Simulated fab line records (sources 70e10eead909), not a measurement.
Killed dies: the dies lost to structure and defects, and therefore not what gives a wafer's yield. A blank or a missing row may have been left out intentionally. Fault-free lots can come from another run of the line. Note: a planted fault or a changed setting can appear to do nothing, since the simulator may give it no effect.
Matching of chambers	flow nand harc	pecvd-03 running NHARC_A_STAIRCASE_DEP_301: 3 sister chambers
The step deposits SiON, target thk 30 nm. 6 wafers are shown with their chamber, then 10 later ones without.

EACH WAFER AND ITS CHAMBER
wafer	chamber	heater power w (W)
L079.5	1	706
L079.6	2	784
L086.1	1	801
L086.6	2	861
L087.2	0	718
L087.5	0	713

WAFERS MISSING THEIR CHAMBER
wafer	heater power w (W)
L087.6	848
L094.1	803
L094.3	699
L094.4	816
L096.1	772
L096.2	733
L096.3	818
L096.4	851
L096.5	729
L096.6	742

WHICH CHAMBER EACH ONE RAN IN
wafer	from the rows above	in truth
L087.6	can't be placed: 2 or 1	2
L094.1	can't be placed: 2 or 1 or 0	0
L094.3	can't be placed: 0 or 1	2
L094.4	can't be placed: 2 or 1 or 0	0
L096.1	can't be placed: 1 or 2 or 0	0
L096.2	can't be placed: 0 or 1 or 2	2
L096.3	can't be placed: 2 or 1 or 0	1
L096.4	can't be placed: 2 or 1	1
L096.5	can't be placed: 0 or 1 or 2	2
L096.6	can't be placed: 1 or 0 or 2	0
Correct placement for 0 of the 10. Can't be placed from these rows: 10 (the true chamber is among the candidates in 9). Number placed wrongly: 0.
How it was worked out, from the rows above alone: a wafer's distance from a chamber is the root of the sum, over the readings, of the square of ((its reading less the chamber's mean) divided by the reading's scatter). If the next closest chamber is less than 2 further off than the closest, the wafer can't be placed; otherwise it belongs to the closest. A chamber's mean is the mean of its shown wafers. The scatter is the square root of a quotient: the sum, over the shown wafers, of each reading's squared deviation from its chamber's mean, divided by wafers minus chambers.
